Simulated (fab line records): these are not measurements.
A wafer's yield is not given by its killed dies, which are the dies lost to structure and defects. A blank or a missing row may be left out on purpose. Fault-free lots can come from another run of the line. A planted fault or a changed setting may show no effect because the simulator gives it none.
Chamber matching ; flow n5Finfet ; rieDiel-01 running N5_GATE_CUT_STRIP_41: 4 sister chambers
The step strips in CF4. 8 wafers are shown with their chamber, then 10 later ones without.

WAFERS WITH THEIR CHAMBER
wafer;chamber;drypumpMotorCurrentA (A);throttleValvePct (%)
L082.1;0;5.06;13.66
L086.1;1;5.59;13.71
L087.1;0;5.07;13.66
L087.5;1;5.61;13.72
L088.1;2;5.66;13.79
L088.5;3;5.66;13.31
L089.1;2;5.68;13.80
L089.2;3;5.66;13.30

WAFERS WITH NO CHAMBER GIVEN
wafer;drypumpMotorCurrentA (A);throttleValvePct (%)
L089.5;5.70;13.80
L091.3;5.65;13.32
L091.4;5.06;13.68
L091.5;5.62;13.73
L093.3;5.66;13.33
L093.5;5.06;13.70
L093.6;5.66;13.34
L094.1;5.59;13.75
L094.2;5.65;13.32
L094.4;5.69;13.80

EACH ONE'S CHAMBER
wafer;from the rows above;in truth
L089.5;2;2
L091.3;3;3
L091.4;0;0
L091.5;1;1
L093.3;3;3
L093.5;0;0
L093.6;3;3
L094.1;1;1
L094.2;3;3
L094.4;2;2
10 of 10 placed correctly. Number that these rows cannot place: 0. Wrongly placed: 0.
How it was worked out, from the rows above alone: a wafer's distance from a chamber is the root of the sum, over the readings, of the square of ((its reading less the chamber's mean) divided by the reading's scatter). The wafer belongs to the nearest chamber; if the next one is less than 2 further off, it can't be placed. Each chamber's mean is taken over the wafers shown for it. The scatter: take each reading less its chamber's mean, square it, sum over the shown wafers, divide by the number of wafers less the number of chambers, and take the root.
